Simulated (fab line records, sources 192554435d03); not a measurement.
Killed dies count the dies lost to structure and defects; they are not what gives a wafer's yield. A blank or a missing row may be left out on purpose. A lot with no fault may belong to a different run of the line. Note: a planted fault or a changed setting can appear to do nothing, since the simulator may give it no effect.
A struck lot beside a sound one	flow n5-finfet	18 steps out of a route of 1938
Sound: these wafers, L783.3, L783.4, L783.5. Wafers struck: L781.1, L781.3, L781.6. Last of all comes the cause.
At each step with rows: each side's tool, then ch and its chambers, then its first start. Under that, the readings that differ: sound wafers	struck wafers	difference of the means	sigmas: that difference in standard deviations of wafers without a fault.
alike: readings whose means differ by less than 2 such deviations, and words and numbers that are the same on both sides. not compared: withheld readings, readings that some wafer has no value for, bounds like >300 that may hide the same value, and numbers for which the record gives no deviation and whose values overlap.
The two part at a step that has a row with sigmas, a row that says differs or no value, or rows on one side only. Numbers that have no deviation but don't overlap get no sigmas and don't part them. A reading that every wafer of one side lacks parts them only if that side has two wafers or more.

first, 6 steps without rows for these wafers: N5_BEOL_M8_COAT_22 (resist thk 30 nm); N5_BEOL_M8_EBR_24; N5_BEOL_M8_SOFTBAKE_23 (time 60 s); N5_BEOL_M8_EXPOSE_25 (exposes mask V7, target cd 40 nm); N5_BEOL_M8_PEB_26 (peb time 60 s); N5_BEOL_M8_DEVELOP_27 (develop time 30 s).
N5_BEOL_M8_CD_MEAS_28 targets a cd of 40 nm.
  sound on cd-sem-01 ch 0, day 14 06:23; struck on cd-sem-01 ch 0, day 14 06:34
  alike: cd-nm
N5_BEOL_M8_OVL_MEAS_29:
  sound on overlay-01 ch 0, day 14 06:26; struck on overlay-01 ch 0, day 14 06:35
reading	sound	struck	difference	sigmas
V7_OVL (nm)	0.5 1.3 2.2	-1.2 -1.2 0.2	-2.1	-2
N5_BEOL_M8_INSPECT_30: inspects for defects (brightfield).
  sound: defect-inspect-01 at day 14 06:29; struck: defect-inspect-01 at day 14 06:39
  alike: raw-defect-count
N5_BEOL_M8_DESCUM_33: chemistry O2, time 7 s.
  sound on rie-diel-06 ch 0,1,2, day 14 06:45; struck on rie-diel-05 ch 0,2, day 14 06:47
  alike: drypump-motor-current-A, oes-product-au, rf-vpp-V, showerhead-plenum-p-Torr, throttle-valve-pct
  not compared: rf-hours-counter-h
N5_BEOL_M8_ETCH_72: etches underlayer in N2/H2, target depth 6.5 nm, time 5.2 s.
  sound on rie-diel-06 ch 0,1,2, day 14 06:47; struck on rie-diel-05 ch 0,2, day 14 06:49
  alike: bias-w, drypump-motor-current-A, etch-rf-on-time-s, oes-product-au, rf-fwd-power-W, rf-vpp-V, showerhead-plenum-p-Torr, throttle-valve-pct
  not compared: rf-hours-counter-h
N5_BEOL_M8_ETCH_65: etches SiARC in CF4, target depth 15.6 nm, time 26 s.
  sound on rie-diel-06 ch 0,1,2, day 14 06:48; struck on rie-diel-05 ch 0,2, day 14 06:50
  alike: bias-w, drypump-motor-current-A, etch-rf-on-time-s, oes-product-au, rf-fwd-power-W, rf-vpp-V, showerhead-plenum-p-Torr, throttle-valve-pct
  not compared: rf-hours-counter-h
N5_BEOL_M8_ETCH_66: etches SOC in N2/H2, target depth 80 nm, overetch 16 nm, time 120 s.
  sound on rie-diel-06 ch 0,1,2, day 14 06:50; struck on rie-diel-05 ch 0,2, day 14 06:52
reading	sound	struck	difference	sigmas
rf-fwd-power-W (W)	832.6 836.0 835.4	632.6 640.6 632.4	-199.5	-74
rf-vpp-V (V)	526.3 522.1 526.7	577.8 569.5 569.7	+47.3	+18
model.SiARC_of_BEOL_M8_COAT_64.thk-nm (nm)	6.6 6.4 6	7.6 7.4 7.4	+1.1	
model.BEOL_M8.cd-nm (nm)	40.6 40.2 39.6	39.2 39.4 39.4	-0.8	
  alike: bias-w, drypump-motor-current-A, oes-product-au, showerhead-plenum-p-Torr, throttle-valve-pct
  not compared: rf-hours-counter-h
then, 2 steps without rows for these wafers: N5_BEOL_M8_STRIP_69 (strips in N2/H2); N5_BEOL_M8_STRIP_73 (strips in N2/H2).
N5_BEOL_M8_VIA_ETCH_34: etches SiCOH lowk in C4F6/O2, target depth 125.5 nm, time 50.5 s.
  sound on rie-diel-06 ch 0,1,2, day 14 06:56; struck on rie-diel-05 ch 0,2, day 14 06:58
  alike: O2_flow_sccm, bias-w, drypump-motor-current-A, oes-product-au, rf-fwd-power-W, rf-vpp-V, showerhead-plenum-p-Torr, throttle-valve-pct
  not compared: rf-hours-counter-h, model.BEOL_M8.cd-nm
then, 2 steps without rows for these wafers: N5_BEOL_M8_STRIP_76 (strips in C4F6/O2); N5_PASSIVATION_PROBE_49.

## WHERE THEY PART
Last at N5_BEOL_M8_ETCH_66 as far as this record goes, first at N5_BEOL_M8_OVL_MEAS_29. Later steps at which nothing parts them and some readings are alike: N5_BEOL_M8_VIA_ETCH_34.

WHY: whatever the simulator had introduced
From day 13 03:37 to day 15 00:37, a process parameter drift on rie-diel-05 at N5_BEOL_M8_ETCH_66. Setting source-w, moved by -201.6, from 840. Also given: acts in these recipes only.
